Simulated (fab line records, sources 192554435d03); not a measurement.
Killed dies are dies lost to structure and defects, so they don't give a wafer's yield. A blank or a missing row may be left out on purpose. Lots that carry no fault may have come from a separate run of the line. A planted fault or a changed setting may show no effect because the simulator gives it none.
fab line records	flow n5-finfet
record lots=5	wafers=13	last-day=18
route steps=1938 shown BEOL_M2@845 BEOL_M4@1111 PASSIVATION@1936
lots untouched by any fault: they come from a run of this same line in which no faults occurred
start-h: the number of hours between the record's first day and the start of the first shown wafer of the lot	wait-h: hours elapsed since this lot's preceding step	" repeats the value in the row above	L1.1+2: one row covering several wafers at once	- value missing, or start not given	* or withheld: withheld	< > ~ a bound
route shown NAME@n: names a module that has steps shown in the file, with the first one's number in the route	usual: mean/standard deviation of fault-free wafers	same: alike in all rows	chamber/n: place in a boat	sites: readings site by site	_std_site: standard deviation of those values	_edge_site: outer sites' mean less inner sites'	radius-mm: how far each site lies from the wafer's centre	mask NAME#n: copy n	behind: the tool/chamber that last shaped the wafer	hold: cause of the lot's hold/its duration in hours/its outcome	device: whichever transistor did not switch (one of n, p or np)	end of line: tests of these same wafers at the route's end	a step without rows: its recipe alone	killed: dies that structure and defects cost at the first sort, which is not the same as the wafer's yield	map: per-die view of a wafer (x killed, . not killed, _ where there is no die)
set.NAME: setting as actually run; set.NAME@STEP: the setting as run at that earlier step	model.NAME: the simulator's own value behind a step, which no gauge read
lots at selected steps of the route; one table per step, one row per wafer
services: from which hour (start-h, from the record's first day; less than 0 if before it) a tool's chamber was out of use, for how many hours, and why
## steps
# step N5_BEOL_M2_COAT_61
# recipe resist=SOC	temp-c=250	time-s=60	spin-rpm=1500	resist-thk-nm=60
# step N5_BEOL_M2_COAT_62
# recipe resist=SiARC	temp-c=220	time-s=60	spin-rpm=1500	resist-thk-nm=12
# step N5_BEOL_M2_COAT_73
# recipe resist=underlayer	temp-c=205	time-s=60	spin-rpm=1500	resist-thk-nm=5
# step N5_BEOL_M2_COAT_05
# recipe resist=CAR-EUV	spin-rpm=1500	resist-thk-nm=30
# step N5_BEOL_M2_EBR_07
# recipe solvent=PGMEA	ebr-width-mm=1.5
# step N5_BEOL_M2_SOFTBAKE_06
# recipe temp-c=110	time-s=60	resist=CAR-EUV
# step N5_BEOL_M2_EXPOSE_08
# recipe mask-id=M2	na=0.33	source-shape=dipole	sigma-inner=0.369	sigma-outer=0.767	polarization=unpolarized	dose-mj=41.25
# step N5_BEOL_M2_PEB_09
# recipe peb-temp-c=100	peb-time-s=60	resist=CAR-EUV
# step N5_BEOL_M2_DEVELOP_10
# recipe develop-time-s=30	developer=TMAH	resist=CAR-EUV	rinse-liquid=surfactant-rinse	dry=air-spin	dev-temp-c=23
# step N5_BEOL_M2_CD_MEAS_11
# recipe target-cd-nm=16.79	landing-energy-ev=500	detector=se-inlens	polarity=opening
# usual cd-nm=16.73/0.24
# same landing-energy-ev=500
lot.wafer	tool	chamber	start-h	wait-h	cd-nm
L154.2	cd-sem-01	0	180.46	-	16.53
L154.4	"	0	"	"	16.55
L154.5	"	0	"	"	17.16
L156.1	cd-sem-02	0	185.78	-	16.58
L156.2	"	0	"	"	16.76
L156.6	"	0	"	"	16.59
L159.4	cd-sem-03	0	202.40	-	17.06
L169.2	cd-sem-03	0	267.63	-	16.87
L169.3	"	0	"	"	16.74
L169.6	"	0	"	"	16.82
L167.2	cd-sem-01	0	272.63	-	16.85
L167.4	"	0	"	"	16.83
L167.5	"	0	"	"	16.97
# step N5_BEOL_M2_OVL_MEAS_12
# recipe points-per-wafer=522
# usual M2_OVL=-0.3/0.72
lot.wafer	tool	chamber	start-h	wait-h	M2_OVL[nm]
L154.2	overlay-01	0	180.50	0.0	-0.3
L154.4	"	0	"	"	-1.7
L154.5	"	0	"	"	-0.2
L156.1	overlay-02	0	185.81	0.0	-0.5
L156.2	"	0	"	"	0.0
L156.6	"	0	"	"	0.3
L159.4	overlay-02	0	202.44	0.0	-1.2
L169.2	overlay-01	0	267.67	0.0	-0.8
L169.3	"	0	"	"	-0.6
L169.6	"	0	"	"	-1.0
L167.2	overlay-01	0	272.67	0.0	0.3
L167.4	"	0	"	"	0.2
L167.5	"	0	"	"	0.6
# step N5_BEOL_M2_INSPECT_13
# recipe mode=adi	inspect-instrument=brightfield
# usual raw-defect-count=381/93
lot.wafer	tool	chamber	start-h	wait-h	raw-defect-count
L154.2	defect-inspect-02	-	180.55	0.0	358
L154.4	"	-	"	"	306
L154.5	"	-	"	"	358
L156.1	defect-inspect-01	-	185.87	0.1	519
L156.2	"	-	"	"	396
L156.6	"	-	"	"	507
L159.4	defect-inspect-02	-	202.49	0.0	423
L169.2	defect-inspect-01	-	267.72	0.0	301
L169.3	"	-	"	"	315
L169.6	"	-	"	"	292
L167.2	defect-inspect-02	-	272.72	0.0	433
L167.4	"	-	"	"	373
L167.5	"	-	"	"	379
# step N5_BEOL_M2_DESCUM_16
# recipe chemistry=O2	time-s=7	source-power-w=50	bias-power-w=20	pressure-mtorr=20	rf-frequency-hz=2.712e+07	temp-c=40	resist=CAR-EUV	o2-flow-sccm=225
# usual drypump-motor-current-A=5.7/0.42	oes-product-au=0.77/0.09	rf-vpp-V=243.2/1.7	showerhead-plenum-p-Torr=2.09/0.1	throttle-valve-pct=20.49/0.16
lot.wafer	tool	chamber	start-h	wait-h	drypump-motor-current-A	oes-product-au	rf-hours-counter-h	rf-vpp-V	showerhead-plenum-p-Torr	throttle-valve-pct	model.CAR-EUV_of_BEOL_M2_COAT_05.thk-nm
L154.2	rie-diel-05	2	180.59	0.0	5.4	0.68	241	242.0	1.98	20.47	26
L154.4	"	3	"	"	5.1	0.71	204	243.7	2.07	20.40	26
L154.5	"	2	"	"	5.4	0.69	-	241.2	1.98	20.49	26
L156.1	rie-diel-06	0	185.90	0.0	6.0	0.76	147	244.6	2.20	20.65	25.8
L156.2	"	1	"	"	5.8	0.72	242	243.2	2.05	20.69	25.8
L156.6	"	1	"	"	5.7	0.70	-	242.3	2.05	20.64	25.8
L159.4	rie-diel-06	0	202.52	0.0	6.0	0.75	151	244.5	2.20	20.66	26.8
L169.2	rie-diel-01	2	267.87	0.1	6.3	0.95	5	243.8	2.13	19.97	25.8
L169.3	"	1	"	"	6.1	0.68	230	243.1	2.04	20.53	25.8
L169.6	"	0	"	"	5.4	0.76	-	243.4	2.11	20.35	26
L167.2	rie-diel-05	1	272.76	0.0	6.6	0.91	44	245.2	2.24	20.61	26
L167.4	"	3	"	"	5.2	0.69	241	243.7	2.05	20.47	26
L167.5	"	0	"	"	5.3	0.72	-	239.7	1.89	20.62	26
# step N5_BEOL_M2_ETCH_74
# recipe chemistry=N2/H2	target=underlayer	target-depth-a=65	mask-material=CAR-EUV	time-s=5.2	ion-energy-ev=200	pressure-mtorr=30	source-w=840	bias-w=150	n2-flow-sccm=200	h2-flow-sccm=200	ends=cleared
# usual drypump-motor-current-A=5.7/0.42	etch-rf-on-time-s=5.20/0.14	oes-product-au=0.65/0.075	rf-vpp-V=524/3.3	showerhead-plenum-p-Torr=2.54/0.11	throttle-valve-pct=17.93/0.24
lot.wafer	tool	chamber	start-h	wait-h	drypump-motor-current-A	etch-rf-on-time-s	oes-product-au	rf-hours-counter-h	rf-vpp-V	showerhead-plenum-p-Torr	throttle-valve-pct
L154.2	rie-diel-05	2	180.63	0.0	5.5	5.28	0.58	241	517	2.40	17.90
L154.4	"	3	"	"	5.1	5.20	0.61	204	522	2.50	17.80
L154.5	"	2	"	"	5.4	5.32	0.58	-	519	2.40	17.91
L156.1	rie-diel-06	0	185.94	0.0	6.0	5.49	0.63	147	529	2.65	17.91
L156.2	"	1	"	"	5.8	5.06	0.62	242	523	2.52	18.32
L156.6	"	1	"	"	5.8	5.11	0.61	-	523	2.52	18.37
L159.4	rie-diel-06	0	202.55	0.0	6.0	5.46	0.63	151	527	2.65	17.91
L169.2	rie-diel-01	2	267.91	0.0	6.4	5.02	0.83	5	524	2.60	17.35
L169.3	"	1	"	"	6.1	5.38	0.59	230	523	2.52	18.23
L169.6	"	0	"	"	5.5	5.26	0.65	-	523	2.55	17.71
L167.2	rie-diel-05	1	272.79	0.0	6.6	5.07	0.78	44	528	2.72	18.04
L167.4	"	3	"	"	5.1	5.27	0.59	241	523	2.48	17.84
L167.5	"	0	"	"	5.3	5.25	0.62	-	519	2.34	18.32
# step N5_BEOL_M4_RC_MEAS_101
# usual DIBL_N=35.9/1.4	DIBL_P=35.9/1.7	IOFF_N=0.160/0.026	IOFF_P=0.21/0.036	ION_N=672/11	ION_P=461/8.1	SS_N=71.4/0.54	SS_P=73.2/0.67	VT_N=249.3/2.7	VT_P=-250/3.9
lot.wafer	tool	chamber	start-h	wait-h	DIBL_N[mV/V]	DIBL_P[mV/V]	IOFF_N[nA/um]	IOFF_P[nA/um]	ION_N[uA/um]	ION_P[uA/um]	SS_N[mV/dec]	SS_P[mV/dec]	VT_N[mV]	VT_P[mV]
L154.2	prober-01	0	208.83	0.2	37.1	36.9	0.186	0.25	668	463	71.2	73.8	245.6	-246
L154.4	"	0	"	"	35.4	33.7	0.149	0.19	678	465	71.2	72.4	249.2	-250
L154.5	"	0	"	"	35.9	35.5	0.161	0.23	674	477	70.9	73.4	248.7	-245
L156.1	prober-02	0	221.02	0.0	35.1	33.8	0.134	0.17	663	457	71.3	72.8	250.4	-255
L156.2	"	0	"	"	34.6	33.7	0.127	0.18	668	459	70.5	72.7	252.8	-251
L156.6	"	0	"	"	37.1	36.7	0.169	0.23	677	460	71.7	72.7	246.9	-247
L159.4	prober-02	0	250.50	0.5	34.6	34.6	0.135	0.18	671	457	71.3	72.2	251.0	-253
L167.2	prober-02	0	309.51	0.2	36.5	34.8	0.142	0.16	669	456	71.0	73.1	250.3	-257
L167.4	"	0	"	"	36.6	35.4	0.139	0.16	658	447	71.4	73.3	253.1	-257
L167.5	"	0	"	"	35.4	33.4	0.124	0.14	665	448	70.8	72.6	252.1	-257
L169.2	prober-01	0	309.85	0.2	34.5	35.1	0.159	0.19	681	463	71.0	73.0	249.1	-252
L169.3	"	0	"	"	35.1	37.1	0.174	0.22	690	470	71.7	73.1	246.4	-252
L169.6	"	0	"	"	34.4	35.6	0.158	0.20	682	466	71.4	72.7	248.8	-251
# step N5_PASSIVATION_PROBE_49
# usual defect-limited-yield=90.9/1.5	killed_at_M0_to_M3=35/10	killed_at_M4_up=14/5.2	killed-at-contacts=13/7.3	killed-at-front-end=42/12	killed-at-other=3.4/2.5	killed-dies=108/18	killed-open=70/13	killed-short=35/8	sort_bin_5_function=5.4/1	sort_bin_6_memory=3.4/0.71	sort-n-pass=1072/18	sort-yield-pct=90.9/1.5
# same gross-dies=1180	killed-at-back-side=0	sort_bin_4_leakage[%]=0	sort_bin_8_speed[%]=0
lot.wafer	tool	chamber	start-h	wait-h	defect-limited-yield[%]	killed_at_M0_to_M3	killed_at_M4_up	killed-at-contacts	killed-at-front-end	killed-at-other	killed-dies	killed-open	killed-short	sort_bin_5_function[%]	sort_bin_6_memory[%]	sort-n-pass	sort-yield-pct[%]
L154.2	prober-02	-	321.02	0.1	92.3	29	20	5	34	3	91	58	28	4.5	3.0	1089	92.3
L154.4	prober-02	-	321.12	0.2	90.3	46	13	18	37	0	114	75	35	5.7	3.5	1066	90.3
L154.5	prober-02	-	321.17	0.2	93.1	44	14	4	18	2	82	55	27	4.1	2.8	1098	93.1
L159.4	prober-01	-	346.44	0.2	92.0	32	17	7	34	4	94	62	29	4.6	2.9	1086	92.0
# killed by level:class
L154.2 BEOL_M0_SAQP:geometric-particle:open=12 BEOL_M4:geometric-particle:open=11 FIN_SAQP:geometric-particle:open=6 FIN_SAQP:geometric-particle:short=4 STI_FIN_REVEAL:geometric-particle:open=4 GATE_CUT:geometric-particle:open=4 GATE_CUT:geometric-particle:short=4 BEOL_M0_SAQP:geometric-particle:short=4
L154.4 BEOL_M0_SAQP:geometric-particle:short=15 MOL_CONTACT_COAG:geometric-particle:open=14 BEOL_M2:geometric-particle:open=9 BEOL_M0_SAQP:geometric-particle:open=8 DUMMY_GATE:geometric-particle:open=7 BEOL_M3:geometric-particle:open=6 BEOL_M4:geometric-particle:open=5 STARTING-WAFER:geometric-particle:short=5
L154.5 BEOL_M4:geometric-particle:open=9 BEOL_M0_SAQP:geometric-particle:short=8 BEOL_M0_SAQP:geometric-particle:open=8 BEOL_M0:geometric-particle:open=7 BEOL_M1:geometric-particle:open=6 BEOL_M3:geometric-particle:short=5 FIN_SAQP:geometric-particle:open=4 GATE_CUT:geometric-particle:short=4
L159.4 FIN_SAQP:geometric-particle:short=9 BEOL_M1:geometric-particle:open=8 BEOL_M4:geometric-particle:open=7 MOL_CONTACT_COAG:geometric-particle:open=6 BEOL_M2:geometric-particle:open=6 FIN_SAQP:geometric-particle:open=5 STI_FIN_REVEAL:geometric-particle:open=4 BEOL_M0_SAQP:geometric-particle:open=4
## services
tool	chamber	start-h	hours	kind
rie-diel-06	3	159.99	6.8	repair
rie-diel-05	2	204.27	-	clean
rie-diel-05	2	204.27	-	consumable-replace:focus-ring
rie-diel-05	2	204.27	-	consumable-replace:showerhead
rie-diel-05	2	204.27	26.8	scheduled-down
rie-diel-05	2	204.27	26.8	vent-cycle
rie-diel-06	1	211.69	-	clean
rie-diel-06	1	211.69	-	consumable-replace:focus-ring
rie-diel-06	1	211.69	15.6	scheduled-down
rie-diel-06	1	211.69	15.6	vent-cycle
rie-diel-05	1	221.26	6.6	repair
rie-diel-01	2	235.67	-	clean
rie-diel-01	2	235.67	-	consumable-replace:focus-ring
rie-diel-01	2	235.67	13.8	scheduled-down
rie-diel-01	2	235.67	13.8	vent-cycle
rie-diel-01	2	252.91	7.8	repair
rie-diel-01	3	260.69	-	clean
rie-diel-01	3	260.69	-	consumable-replace:focus-ring
rie-diel-01	3	260.69	22.1	scheduled-down
rie-diel-01	3	260.69	22.1	vent-cycle
## key
first-sign none at tools or gauges
model-effect step=N5_BEOL_M2_DESCUM_16	value=CAR-EUV_of_BEOL_M2_COAT_05.thk-nm	without=26.2	struck=26.8
met-at N5_BEOL_M2_DESCUM_16
struck-wafers L159.4
onset-between 185.90 202.52
earlier-fault kind=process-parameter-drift	tool=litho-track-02	chamber=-	onset-h=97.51	steps=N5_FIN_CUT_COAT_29	channel=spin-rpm	offset=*	shape=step	acts-in=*	stated=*
fault kind=process-parameter-drift	tool=rie-diel-06	chamber=0	onset-h=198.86	steps=N5_BEOL_M2_DESCUM_16	channel=time-s	offset=*	shape=step	acts-in=*	stated=*
